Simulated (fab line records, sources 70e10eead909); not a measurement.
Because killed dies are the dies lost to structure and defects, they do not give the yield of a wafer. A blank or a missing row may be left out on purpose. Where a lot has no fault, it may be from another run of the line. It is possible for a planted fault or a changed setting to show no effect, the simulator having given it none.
Comparing a struck lot with a sound one    flow nand_harc    14 out of 1159 route steps
Sound: the wafers L351.1, L351.2, L351.4. Wafers struck: L364.1, L364.5, L364.6. At the end, the cause is stated.
For every step that has rows: the tool of each side, followed by ch and its chambers, followed by its first start. Under that, the readings that differ: sound wafers    struck wafers    difference of the means    sigmas: that difference in standard deviations of wafers without a fault.
alike: readings with means less than 2 such deviations apart, plus words and numbers identical on both sides. not compared: withheld readings, readings lacking a value on some wafer, bounds such as >300 that could conceal the same value, and numbers that have no deviation in the record and whose values overlap.
A row with sigmas, a row that says differs or no value, or rows on one side alone: a step with any of these is where the two part. Numbers that have no deviation but don't overlap get no sigmas and don't part them. A reading missing from all wafers of one side parts the sides only when that side holds two or more wafers.

NHARC_P_M0_CMP_23: polishes, t overpolish 20 s, target thk 117.53 nm.
  sound on cmp-01 ch 0,1,3, day 6 15:30; struck on cmp-02 ch 2,3, day 9 14:28
  alike: motor_current_A, time_to_endpoint_s
NHARC_P_M0_THK_MEAS_24: measures by xrf.
  sound on film_metro-02, day 6 15:47; struck on film_metro-02, day 9 14:46
  alike: thk_nm
next, for these wafers, 1 step has no rows: NHARC_P_M0_SRD_25.
NHARC_P_M0_INSPECT_27:
  sound on defect_inspect-02, day 6 15:56; struck on defect_inspect-01, day 9 14:55
  alike: raw_defect_count
NHARC_P_M0_PRE_CLEAN_31: time 12 s.
  sound on pecvd-01 ch 0,2, day 6 16:01; struck on pecvd-01 ch 0,1,2, day 9 14:59
  alike: heater_power_w, rf_fwd_power_W
NHARC_P_M0_DEP_32: deposits SiCN, target thk 30 nm.
  sound on pecvd-01 ch 0,2, day 6 16:08; struck on pecvd-01 ch 0,1,2, day 9 15:06
  alike: heater_power_w, rf_fwd_power_W
then, 5 steps without rows for these wafers: NHARC_P_M1_DEP_00 (deposits SiOC, target thk 182.5 nm); NHARC_P_M1_DEHYDRATE_01 (time 120 s); NHARC_P_M1_HMDS_02 (time 30 s); NHARC_P_M1_COAT_34 (time 65 s); NHARC_P_M1_COAT_03 (resist thk 90 nm).
NHARC_P_M1_SOFTBAKE_04: time 55 s.
  sound on litho_track-04 ch 0, day 6 16:00; struck on litho_track-04 ch 0, day 9 15:00
reading                   sound                 struck                difference  sigmas
heater_power_total_W (W)  188.73 188.33 188.48  175.08 174.80 174.73  -13.64      -97
plate_temp_C (C)          105.10 104.95 105.22  99.33 99.44 99.45     -5.68       -41
next, for these wafers, 1 step has no rows: NHARC_P_M1_EBR_05.
-- jump in the record: it breaks off in module P_M1 and resumes in module END (first step shown: number 1159 of the route), and 14 days separate the struck wafers' starts before and after --
NHARC_END_SORT_01:
  sound on prober-01 ch 0, day 20 02:10; struck on prober-01 ch 0, day 23 12:38
  alike: defect_limited_yield, killed_at_array, killed_at_other, killed_at_periphery, killed_dies, killed_open, killed_short, sort_bin_2_pct, sort_bin_3_pct, sort_bin_4_pct, sort_n_pass, sort_rim_yield_pct, sort_yield_pct

WHERE THEY PART
Only at NHARC_P_M1_SOFTBAKE_04, as far as this record shows. Later steps at which nothing parts them and some readings are alike: NHARC_END_SORT_01.

WHY: what the simulator had put in
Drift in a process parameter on litho_track-04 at NHARC_P_M1_SOFTBAKE_04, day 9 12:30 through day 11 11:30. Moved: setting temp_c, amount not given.
